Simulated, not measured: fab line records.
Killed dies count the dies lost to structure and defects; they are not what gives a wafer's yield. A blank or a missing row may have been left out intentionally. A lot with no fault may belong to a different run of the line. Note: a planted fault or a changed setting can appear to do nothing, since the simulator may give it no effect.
Lot-split experiment	flow n5_finfet	route with 1938 steps; 7 lots, 39 wafers read

## SPLIT DETAILS
At N5_MOL_CONTACT_COAG_PRECLEAN_111 (cleans in NF3:NH3, afs cycles 1, time 20 s, sublimation time 60 s), the setting time_s was moved away from the recipe's 20 s on 15 of the 39 wafers read, by -48.9% to +46.9%. All remaining wafers had this setting at the recipe value.

The reading is taken at the split's own step.

## THE READING
SiNx_of_SPACER0_ALD_07.thk_nm (the simulator's own value, which no gauge read), in nm, at N5_MOL_CONTACT_COAG_PRECLEAN_111 (cleans in NF3:NH3, afs cycles 1, time 20 s, sublimation time 60 s). No usual value for it is given in the file. The 24 wafers here that ran the recipe average 1.2 nm, standard deviation 0.081 nm.

wafer	tool, chamber at the split	time_s as run, s	against the recipe	SiNx_of_SPACER0_ALD_07.thk_nm, nm	against lot-mates on the recipe
L074.1	remote_plasma-01, 0	20	recipe	1.2	-
L074.6	remote_plasma-01, 0	20	recipe	1.2	-
L074.2	remote_plasma-01, 0	15.25	-23.8%	1.4	+0.3
L074.3	remote_plasma-01, 0	15.25	-23.8%	1.2	+0.1
L074.4	remote_plasma-01, 0	15.25	-23.8%	1.2	+0.1
L074.5	remote_plasma-01, 0	20	recipe	1	-
L078.1	remote_plasma-01, 1	20	recipe	1.2	-
L078.5	remote_plasma-01, 1	20	recipe	1.2	-
L078.6	remote_plasma-01, 1	20	recipe	1.2	-
L078.2	remote_plasma-01, 1	29.37	+46.9%	0.8	-0.4
L078.3	remote_plasma-01, 1	29.37	+46.9%	0.8	-0.4
L078.4	remote_plasma-01, 1	29.37	+46.9%	0.8	-0.4
L080.1	remote_plasma-02, 0	11.35	-43.2%	1.4	+0.4
L080.3	remote_plasma-02, 0	11.35	-43.2%	1.4	+0.4
L080.6	remote_plasma-02, 0	11.35	-43.2%	1.4	+0.4
L080.2	remote_plasma-02, 0	20	recipe	1	-
L080.4	remote_plasma-02, 0	20	recipe	1	-
L080.5	remote_plasma-02, 0	20	recipe	1	-
L083.1	remote_plasma-01, 0	26.49	+32.5%	0.8	-0.4
L083.3	remote_plasma-01, 0	26.49	+32.5%	0.8	-0.4
L083.6	remote_plasma-01, 0	26.49	+32.5%	0.8	-0.4
L083.2	remote_plasma-01, 0	20	recipe	1.2	-
L083.4	remote_plasma-01, 0	20	recipe	1.2	-
L083.5	remote_plasma-01, 0	20	recipe	1.2	-
L090.1	remote_plasma-02, 1	10.22	-48.9%	1.6	+0.4
L090.5	remote_plasma-02, 1	10.22	-48.9%	1.6	+0.4
L090.6	remote_plasma-02, 1	10.22	-48.9%	1.6	+0.4
L090.2	remote_plasma-02, 1	20	recipe	1.2	-
L090.3	remote_plasma-02, 1	20	recipe	1.2	-
L090.4	remote_plasma-02, 1	20	recipe	1.2	-
L092.1	remote_plasma-01, 0	20	recipe	1	-
L092.2	remote_plasma-01, 0	20	recipe	1.2	-
L092.3	remote_plasma-01, 0	20	recipe	1.2	-
L092.4	remote_plasma-01, 0	20	recipe	1.2	-
L092.5	remote_plasma-01, 0	20	recipe	1.2	-
L092.6	remote_plasma-01, 0	20	recipe	1.2	-
L095.1	remote_plasma-01, 0	20	recipe	1.2	-
L095.3	remote_plasma-01, 0	20	recipe	1.2	-
L095.5	remote_plasma-01, 0	20	recipe	1.2	-

THE FIT
A straight line over all 39 wafers: SiNx_of_SPACER0_ALD_07.thk_nm changes by -0.00788 nm for each +1% of time_s; r = -0.92; the points scatter about the line by 0.084 nm.
The same after taking each lot's own level away (the mean of its wafers on the recipe; 39 wafers): -0.00895 nm for each +1%; r = -0.97; scatter 0.061 nm.
Per that fit: largest time_s move, reading shift of 0.44 nm.
The span of the lots' own levels, 1.00 to 1.20 nm, comes to 2.5 times the standard deviation stated above.
In other words, the slope is changed by the lot-to-lot level; the two fits disagree.
Check: +0.426 nm against its lot-mates is what the line predicts for one of the wafers moved furthest among these (-48.9%) when that wafer is left out of the fit. Against them it came out at +0.4 nm.

## FURTHER SPLITS ON THESE WAFERS
Note: prior to the reading, these wafers also went through further splits. Each is held against what the fit with the lots' levels taken away leaves over:
other split on the same wafers	wafers away from the commonest value	r with SiNx_of_SPACER0_ALD_07.thk_nm (lot level and that fit taken away)
N5_FIN_SAQP_SPACER2_ALD_28 target_thk_a	12	-0.12
N5_HKMG_FIN_HK_ALD_01 ald_cycles	15	+0.12
N5_GATE_CUT_DESCUM_18 time_s	9	-0.02

## FILE'S OWN FIT
SiNx_of_SPACER0_ALD_07.thk_nm changes by -0.00889 nm for each +1% of time_s, r = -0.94.
